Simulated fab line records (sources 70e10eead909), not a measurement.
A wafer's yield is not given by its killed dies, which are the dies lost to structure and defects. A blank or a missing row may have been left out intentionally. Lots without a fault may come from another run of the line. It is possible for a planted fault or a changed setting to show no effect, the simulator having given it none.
Comparing a struck lot with a sound one :: flow nand-harc :: 14 steps out of a route of 1159
Sound: wafers L932.1, L932.4, L932.6. Struck: wafers L923.2, L923.4, L923.5. The cause is named last.
Each step with rows lists, per side, the tool, then ch with its chambers, then its first start. Under that, the readings that differ: sound wafers :: struck wafers :: difference of the means :: sigmas: that difference in standard deviations of wafers without a fault.
alike: a reading whose means differ by less than 2 such deviations, as well as words and numbers matching on both sides. not compared: withheld readings; readings where some wafer has no value; bounds like >300 that might hide an equal value; numbers whose values overlap and for which the record gives no deviation.
The two part at a step that has a row with sigmas, a row that says differs or no value, or rows on one side only. When numbers do not overlap yet have no deviation, they are printed without sigmas and do not part them. A reading that every wafer of one side lacks parts them only if that side has two wafers or more.

NHARC_P_ZERO_WELL_CD_MEAS_37: target cd 720 nm.
  sound on cd-sem-01 ch 0, day 6 21:58; struck on cd-sem-03 ch 0, day 4 16:03
  alike: cd-nm
then, 1 step without rows for these wafers: NHARC_P_ZERO_WELL_HARDBAKE_38 (time 80 s).
NHARC_P_ZERO_WELL_DESCUM_39: chemistry O2, time 3 s.
  sound on rie-diel-05 ch 1,3, day 6 22:08; struck on rie-diel-12 ch 1,2, day 4 16:12
  alike: drypump-motor-current-A, oes-product-au, rf-vpp-V, showerhead-plenum-p-Torr, throttle-valve-pct
  not compared: rf-hours-counter-h
then, 9 steps without rows for these wafers: NHARC_P_ZERO_WELL_IMPLANT_40; NHARC_P_ZERO_WELL_IMPLANT_59; NHARC_P_ZERO_WELL_IMPLANT_60; NHARC_P_ZERO_WELL_STRIP_41 (strips in SPM, time 840 s); NHARC_P_ZERO_WELL_DEHYDRATE_44 (time 120 s); NHARC_P_ZERO_WELL_HMDS_45 (time 30 s); NHARC_P_ZERO_WELL_COAT_46; NHARC_P_ZERO_WELL_SOFTBAKE_47 (time 95 s); NHARC_P_ZERO_WELL_EBR_48.
NHARC_P_ZERO_WELL_EXPOSE_49: exposes mask P HVPW, target cd 2000 nm.
  sound on krf-scanner-04 ch 0, day 6 23:20; struck on krf-scanner-01, day 4 17:26
  no value came back on the struck wafers for exposure-dose-mJ-cm2, focus-offset-nm (nm), na; on the sound wafers exposure-dose-mJ-cm2 reads 22.632 22.633 22.608
  alike: mask
then, 1 step without rows for these wafers: NHARC_P_ZERO_WELL_PEB_50 (peb time 85 s).

WHERE THEY PART
Only at NHARC_P_ZERO_WELL_EXPOSE_49, within this record.

WHY: what had been put in by the simulator
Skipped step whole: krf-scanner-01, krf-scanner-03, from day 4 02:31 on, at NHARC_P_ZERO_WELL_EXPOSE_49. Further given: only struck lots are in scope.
